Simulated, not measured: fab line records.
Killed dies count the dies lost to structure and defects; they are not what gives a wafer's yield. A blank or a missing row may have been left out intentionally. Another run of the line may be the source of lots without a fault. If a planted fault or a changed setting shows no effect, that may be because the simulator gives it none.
A lot that was struck, set against a sound lot -- flow nandHarc -- 15 out of 1302 route steps
Sound: wafers L175.1, L175.2, L175.5. Wafers L184.1, L184.2, L184.4 were the ones struck. The cause is given at the end.
Each step with rows lists, per side, the tool, then ch with its chambers, then its first start. Under that, the readings that differ: sound wafers -- struck wafers -- difference of the means -- sigmas: that difference in standard deviations of wafers without a fault.
alike: same words and numbers on both sides, and readings whose means sit less than 2 such deviations apart. not compared: any withheld reading, any reading some wafer has no value for, any bound like >300 that may hide the same value, and any number with overlapping values for which the record gives no deviation.
A row with sigmas, a row that says differs or no value, or rows on one side alone: a step with any of these is where the two part. Numbers that don't overlap but have no deviation are shown without sigmas and don't part them. A reading missing from all wafers of one side parts the sides only when that side holds two or more wafers.

first, 9 steps without rows for these wafers: NHARC_P_ZERO_WELL_STRIP_15 (strips in SPM, time 900 s); NHARC_P_ZERO_WELL_DEHYDRATE_16 (time 120 s); NHARC_P_ZERO_WELL_HMDS_17 (time 30 s); NHARC_P_ZERO_WELL_COAT_18; NHARC_P_ZERO_WELL_SOFTBAKE_19 (time 95 s); NHARC_P_ZERO_WELL_EBR_20; NHARC_P_ZERO_WELL_EXPOSE_21 (exposes mask P NWELL, target cd 720 nm); NHARC_P_ZERO_WELL_PEB_22 (peb time 85 s); NHARC_P_ZERO_WELL_DEVELOP_23 (time 70 s).
NHARC_P_ZERO_WELL_CD_MEAS_24: the cd target is 720 nm.
  sound on cdSem-02 ch 0, day 2 18:35; struck on cdSem-01 ch 0, day 6 12:40
  alike: cdNm
then, 1 step without rows for these wafers: NHARC_P_ZERO_WELL_HARDBAKE_25 (time 80 s).
NHARC_P_ZERO_WELL_DESCUM_26: chemistry O2, time 3 s.
  sound on rieDiel-13 ch 2,3, day 2 18:46; struck on rieDiel-13 ch 0,1,2, day 6 12:50
  alike: drypumpMotorCurrentA, oesProductAu, rfVppV, showerheadPlenumPTorr, throttleValvePct
  not compared: rfHoursCounterH
NHARC_P_ZERO_WELL_IMPLANT_27:
  sound on implanter-02 ch 0, day 2 18:54; struck on implanter-01 ch 0, day 6 13:23
  alike: doseIonsCm2
next, for these wafers, 1 step has no rows: NHARC_P_ZERO_WELL_IMPLANT_57.
-- break in the record here, with 23 days between the starts of the struck wafers on either side (left off in module P_ZERO_WELL, picked up again in module END, where the first step shown is number 1302 on the route) --
NHARC_END_SORT_01:
  sound on prober-01 ch 0, day 25 00:06; struck on prober-02 ch 0, day 29 19:29
  alike: killedAtArray, killedAtOther, killedAtPeriphery, killedDies, killedOpen, killedShort

WHERE THEY PART
Nowhere in this record.

WHY: what had been put in by the simulator
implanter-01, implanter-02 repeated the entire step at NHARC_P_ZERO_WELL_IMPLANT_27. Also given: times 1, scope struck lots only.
